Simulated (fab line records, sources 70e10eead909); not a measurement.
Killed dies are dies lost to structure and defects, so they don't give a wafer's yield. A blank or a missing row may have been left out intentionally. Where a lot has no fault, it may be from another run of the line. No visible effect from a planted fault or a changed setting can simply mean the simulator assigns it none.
The tool behind it: which one? ; flow nand harc ; 27 wafers from 9 lots sampled at 2 of the route's 1302 steps

WHAT EACH GAUGE READ, for each wafer
NHARC_A_CHANNEL_HOLE_D1_CD_MEAS_10: target cd 100 nm.
lot;measured;on;cd nm (nm)
L265;day 10 19:13;cd sem-01;100.3 100.0 99.9
L268;day 12 02:58;cd sem-03;99.0 100.2 99.2
L269;day 12 18:06;cd sem-03;99.5 100.1 99.8
L271;day 13 08:50;cd sem-01;100.3 100.1 99.8
L274;day 14 11:11;cd sem-03;112.9 113.6 112.8
L275;day 15 05:15;cd sem-03;112.8 113.0 112.7
L278;day 16 09:37;cd sem-01;101.0 101.1 100.3
L280;day 16 21:29;cd sem-03;100.7 100.6 100.2
L282;day 18 06:07;cd sem-01;100.4 100.3 99.2

WHAT TOOL EACH LOT RAN ON (gives the tool, then ch and the chambers of the sampled wafers, and finally the start)
lot;NHARC_A_CHANNEL_HOLE_D1_PEB_08
L265;litho track-06 ch 0, day 10 19:08
L268;litho track-01 ch 0, day 12 02:53
L269;litho track-01 ch 0, day 12 18:01
L271;litho track-04 ch 0, day 13 08:46
L274;litho track-01 ch 0, day 14 11:06
L275;litho track-01 ch 0, day 15 05:10
L278;litho track-04 ch 0, day 16 09:32
L280;litho track-06 ch 0, day 16 21:24
L282;litho track-04 ch 0, day 18 06:02
- NHARC_A_CHANNEL_HOLE_D1_PEB_08: peb time 65 s.

THE ANSWER, worked out from the rows above alone
Rule: what is usual is taken from the lots themselves. The widest of any qualifying gaps counts: lots, ordered by their means at a reading, are off when they make up no more than a third of the lots, leave a main group of 4 or more, and stand apart from it by 3 or more times the standard deviation of that group's means. The tables above print the reading to a certain number of digits; a main group whose means all agree to those digits is not used. A lot without any number at a reading at which 4 lots or more have one is off too. The other lots that the step has rows for count as sound.
Off: L274, L275 (NHARC_A_CHANNEL_HOLE_D1_CD_MEAS_10, cd nm). The main group has a mean of 100.1 nm with a standard deviation of 0.41.
If a tool, at a process step before that reading, ran all the lots that are off and no sound lot after the first of them, it fits. Gauges at NHARC_A_CHANNEL_HOLE_D1_CD_MEAS_10: tried the same way as those tools. One candidate fits, namely litho track-01 at NHARC_A_CHANNEL_HOLE_D1_PEB_08. Its last sound lot is L269 (day 12 18:01), its first lot that is off L274 (day 14 11:06): a fault that began between those two fits.

WHAT HAD BEEN PUT IN BY THE SIMULATOR
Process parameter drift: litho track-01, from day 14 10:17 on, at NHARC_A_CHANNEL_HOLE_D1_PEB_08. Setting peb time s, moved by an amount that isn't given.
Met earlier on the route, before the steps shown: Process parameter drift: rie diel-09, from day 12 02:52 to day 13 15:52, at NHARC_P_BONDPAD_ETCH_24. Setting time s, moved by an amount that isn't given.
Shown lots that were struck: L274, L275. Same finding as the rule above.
